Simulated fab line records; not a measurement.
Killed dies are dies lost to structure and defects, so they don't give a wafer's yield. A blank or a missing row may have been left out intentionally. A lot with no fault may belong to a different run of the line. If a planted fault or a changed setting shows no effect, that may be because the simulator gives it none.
Which tool did it? ; flow nand-harc ; 36 wafers from 12 lots sampled at 6 of the route's 1302 steps

## WHAT EACH GAUGE READ, for each wafer
NHARC_THIN_TSV_CD_MEAS_12 targets a cd of 1000 nm.
lot;measured;on;cd-nm (nm)
L074;day 24 03:27;cd-sem-01;998.4 1000.4 998.6
L078;day 24 13:16;cd-sem-02;1002.1 997.4 1000.2
L079;day 26 10:50;cd-sem-01;997.9 999.5 1001.2
L081;day 26 13:57;cd-sem-02;998.1 998.6 1000.4
L084;day 27 23:03;cd-sem-03;996.8 999.7 995.4
L085;day 28 17:38;cd-sem-01;1000.3 997.3 997.5
L087;day 29 05:52;cd-sem-01;998.3 999.2 994.8
L088;day 29 21:09;cd-sem-03;995.6 1000.3 998.5
L090;day 32 07:31;cd-sem-01;997.7 998.1 999.1
L095;day 32 10:01;cd-sem-01;1000.3 1002.1 1000.1
L094;day 32 13:29;cd-sem-02;997.1 997.4 999.0
L097;day 33 20:07;cd-sem-02;996.3 998.6 999.1

## EACH LOT AND THE TOOL THAT RAN IT (in order: tool; ch and the chambers of the sampled wafers; start)
lot;NHARC_A_M0_ANNEAL_30;NHARC_A_M0_CMP_23;NHARC_A_M1_PVD_20;NHARC_A_M1_DEP_33;NHARC_A_BONDPAD_STRIP_15
L074;rtp-anneal-01 ch 0, day 23 08:29;cmp-01 ch 1,2, day 23 08:46;pvd-sputter-02, day 23 13:31 or earlier;pecvd-02 ch 1,2, day 23 13:31;rie-diel-08 ch 0,1,3, day 23 15:50
L078;rtp-anneal-01 ch 0, day 23 16:59;cmp-04 ch 2,3, day 23 17:22;pvd-sputter-02, day 23 22:10 or earlier;pecvd-04 ch 0,2, day 23 22:10;rie-diel-03 ch 0,1, day 24 00:28
L079;rtp-anneal-02 ch 0, day 25 08:28;cmp-01 ch 0,1,3, day 25 08:52;pvd-sputter-02, day 25 13:58 or earlier;pecvd-03 ch 0,1,2, day 25 13:58;rie-diel-03 ch 1,2,3, day 25 16:34
L081;rtp-anneal-01 ch 0, day 25 15:34;cmp-01 ch 1,2,3, day 25 15:52;pvd-sputter-02, day 25 20:39 or earlier;pecvd-03 ch 0,2, day 25 20:39;rie-diel-08 ch 1,2,3, day 25 23:02
L084;rtp-anneal-01 ch 0, day 27 00:56;cmp-03 ch 0,1, day 27 01:17;pvd-sputter-03, day 27 06:04 or earlier;pecvd-04 ch 1,2, day 27 06:04;rie-diel-08 ch 0,2, day 27 08:26
L085;rtp-anneal-01 ch 0, day 27 18:40;cmp-04 ch 0,3, day 27 18:58;pvd-sputter-01, day 27 23:47 or earlier;pecvd-04 ch 0,1, day 27 23:47;rie-diel-08 ch 0,2,3, day 28 02:14
L087;rtp-anneal-01 ch 0, day 28 08:11;cmp-01 ch 0,2,3, day 28 08:32;pvd-sputter-03, day 28 13:22 or earlier;pecvd-02 ch 1,2, day 28 13:22;rie-diel-03 ch 0,1,3, day 28 15:38
L088;rtp-anneal-02 ch 0, day 29 01:16;cmp-03 ch 0,2, day 29 01:35;pvd-sputter-03, day 29 06:12 or earlier;pecvd-04 ch 0,2, day 29 06:12;rie-diel-08 ch 2,3, day 29 08:35
L090;rtp-anneal-01 ch 0, day 30 12:46;cmp-03 ch 2,3, day 30 13:05;pvd-sputter-01, day 30 17:55 or earlier;pecvd-04 ch 0,1,2, day 30 17:55;rie-diel-08 ch 0,3, day 30 20:16
L095;rtp-anneal-02 ch 0, day 31 02:06;cmp-03 ch 0,1, day 31 02:25;pvd-sputter-03, day 31 07:35 or earlier;pecvd-04 ch 0,1,2, day 31 07:35;rie-diel-05 ch 1,2,3, day 31 09:52
L094;rtp-anneal-02 ch 0, day 31 08:44;cmp-04 ch 1,2, day 31 09:07;pvd-sputter-02, day 31 14:20 or earlier;pecvd-04 ch 0,2, day 31 14:20;rie-diel-03 ch 1,2,3, day 31 16:39
L097;rtp-anneal-02 ch 0, day 32 22:33;cmp-01 ch 1,2,3, day 32 22:58;pvd-sputter-02, day 33 03:32 or earlier;pecvd-03 ch 0,1,2, day 33 03:32;rie-diel-08 ch 0,1,2, day 33 05:58
- NHARC_A_M0_ANNEAL_30: time 90 s.
- NHARC_A_M0_CMP_23: polishes, t overpolish 20 s, target thk 113.75 nm.
- NHARC_A_M1_PVD_20: deposits TaN, target thk 5 nm, time 8.06 s.
- NHARC_A_M1_DEP_33: deposits SiCN, target thk 30 nm.
- NHARC_A_BONDPAD_STRIP_15: strips in O2.

## THE ANSWER, worked out from the rows above alone
Rule: the lots themselves supply what counts as usual. Put in order of their means at a reading, lots are off if they are a third of the lots or fewer, leave a main group of 4 or more, and stand apart from it by a gap of 3 or more times the standard deviation of the main group's means; of several such gaps the widest counts. A main group is skipped when, at the precision printed for the reading in the tables above, its means are all equal. A lot without any number at a reading at which 4 lots or more have one is off too. The other lots that the step has rows for count as sound.
Nothing can be told from this: no lot is off at any reading shown.

## WHAT THE SIMULATOR HAD INSERTED
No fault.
